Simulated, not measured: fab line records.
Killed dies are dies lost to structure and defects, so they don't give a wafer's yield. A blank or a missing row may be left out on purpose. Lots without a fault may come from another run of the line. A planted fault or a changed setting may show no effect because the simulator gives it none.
Matching of chambers :: flow n5 finfet :: 4 sister chambers for N5_BEOL_M4_ETCH_77 on rie diel-02
The step etches underlayer in N2/H2, target depth 6.5 nm, time 5.2 s. 4 wafers are shown with their chamber, then 7 later ones without.

WAFERS PAIRED WITH THEIR CHAMBERS
wafer: L084.1
chamber: 3
drypump motor current A (A): 5.1

wafer: L086.2
chamber: 0
drypump motor current A (A): 5.2

wafer: L088.1
chamber: 2
drypump motor current A (A): 5.8

wafer: L088.4
chamber: 1
drypump motor current A (A): 6.2

WAFERS MISSING THEIR CHAMBER
wafer: L088.5
drypump motor current A (A): 5.2

wafer: L093.1
drypump motor current A (A): 5.2

wafer: L093.4
drypump motor current A (A): 5.7

wafer: L093.6
drypump motor current A (A): 5.1

wafer: L096.1
drypump motor current A (A): 6.2

wafer: L096.4
drypump motor current A (A): 5.1

wafer: L096.5
drypump motor current A (A): 5.1

EACH ONE'S CHAMBER
wafer: L088.5
from the rows above: 0
in truth: 0

wafer: L093.1
from the rows above: 0
in truth: 0

wafer: L093.4
from the rows above: 2
in truth: 2

wafer: L093.6
from the rows above: 3
in truth: 3

wafer: L096.1
from the rows above: 1
in truth: 1

wafer: L096.4
from the rows above: 3
in truth: 3

wafer: L096.5
from the rows above: 3
in truth: 3
7 of 7 placed correctly. Left unplaced by these rows: 0. Number placed wrongly: 0.
How it was worked out, from the rows above alone: a wafer's distance from a chamber is the root of the sum, over the readings, of the square of ((its reading less the chamber's mean) divided by the reading's scatter). The wafer belongs to the nearest chamber; if the next one is less than 2 further off, it can't be placed. The mean given for a chamber averages the wafers shown for that chamber. The scatter: root of mean squared gap, hidden wafer to nearest shown wafer, with one shown wafer a chamber.
